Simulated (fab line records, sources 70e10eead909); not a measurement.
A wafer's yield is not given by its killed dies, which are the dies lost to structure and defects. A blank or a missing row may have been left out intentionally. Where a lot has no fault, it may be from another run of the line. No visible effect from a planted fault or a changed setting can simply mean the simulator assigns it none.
Problem report in the 8D (eight disciplines) form, filled by code / flow nandHarc / the parts of the form that need people (team, actions taken, sign-off) are left out

## 1. WHAT IS WRONG
cdNm at NHARC_A_CONTACT_CD_MEAS_69 reads a mean of 207.7 nm on 6 wafers of 2 lots; wafers without a fault read 199.8 nm with a standard deviation of 0.57. That is +14 standard deviations from the usual mean.
The step: target cd 200 nm.
First seen on wafer L540.2, day 20 13:47, on cdSem-01. The record holds 36 wafers of 12 lots with a number at this step. By rule, "out" or "out of limits" means more than 4 standard deviations away from the usual mean. The rest of the wafers with a number are treated as sound.

## 2. WHAT IT IS, AND WHAT IT ISN'T
question=which readings at this step | is=cdNm | is not=-
question=which lots | is=L540, L541 | is not=L525, L527, L528, L529, L530, L531, L543, L546, L547, L548
question=which wafers of those lots | is=all that have a number | is not=-
question=read on which gauges | is=cdSem-01 | is not=cdSem-02, cdSem-03
question=when | is=from day 20 13:47 | is not=up to then (18 sound wafers); but 12 sound wafers of L543, L546, L547, L548 came after

## 3. THE SUSPECTS, EACH WITH WHAT RULES IT OUT
Counting: a tool at a process step up to the reading stays a suspect if it ran every lot that is out and no sound lot after the first of them.
- the gauge at NHARC_A_CONTACT_CD_MEAS_69 is ruled out. All the wafers that are out were read on cdSem-01, but those of them that NHARC_A_CONTACT_EXPOSE_66 has rows for are out there too, on other tools.
- aclDep-02 at NHARC_A_CONTACT_DEP_57 (deposits aC, target thk 2800 nm): ruled out as a lasting fault. After its first lot that is out, L540 (day 20 11:21), sound lots L546, L548 ran on it.
- arfiScanner-03 at NHARC_A_CONTACT_EXPOSE_66 (exposes mask A CC 2): kept. Every lot that is out went through it, starting with L540 (day 20 13:38), and after that it ran no sound lot; the last sound lot it ran before then is L525 (day 16 14:01). Its own readings are out on those wafers: exposureDoseMJCm2.
Remaining after the count: arfiScanner-03 at NHARC_A_CONTACT_EXPOSE_66.

## 4. THE CAUSE (what the simulator had put in)
Process parameter drift: arfiScanner-03, from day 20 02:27 on, at NHARC_A_CONTACT_EXPOSE_66. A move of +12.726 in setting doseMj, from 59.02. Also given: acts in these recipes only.
Counting left only this tool.

## 5. THE CHAIN OF EFFECTS, in route order
Rows list readings where the struck wafers' mean (over those with a number) sits beyond 3 standard deviations from the usual. Only readings for which the record gives a usual standard deviation are gone through. hours: the time from each lot's start at the first step in this table that gives one to its start at this step, as a median over the lots. sigmas: the change in usual standard deviations.
hours=0; step=NHARC_A_CONTACT_EXPOSE_66; reading=exposureDoseMJCm2; usual=58.97; on struck wafers=69.41; change=+10.44; sigmas=+99 or more
hours=0; step=NHARC_A_CONTACT_CD_MEAS_69; reading=cdNm; usual=199.8 nm; on struck wafers=207.7; change=+7.9; sigmas=+14
The process steps in it:
- NHARC_A_CONTACT_EXPOSE_66: exposes mask A CC 2.
Later measuring or inspecting steps at which every struck wafer that the step has a row for has a number for every such reading, and none has moved that far: NHARC_END_SORT_01.

## 6. HOW IT WOULD HAVE BEEN CAUGHT EARLIER
The first out-of-limits reading at a measuring or inspecting step in this record came at day 20 13:47, 11 hours after the fault's start at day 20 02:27.
Tool's own readings at NHARC_A_CONTACT_EXPOSE_66, exposureDoseMJCm2: out on all struck wafers the step has rows for; an alarm limit on them would have tripped on the first.
Of the lots that are out (2), L541 began NHARC_A_CONTACT_EXPOSE_66 on arfiScanner-03 after day 20 13:47. It would have been spared by a hold on the tool at that moment.
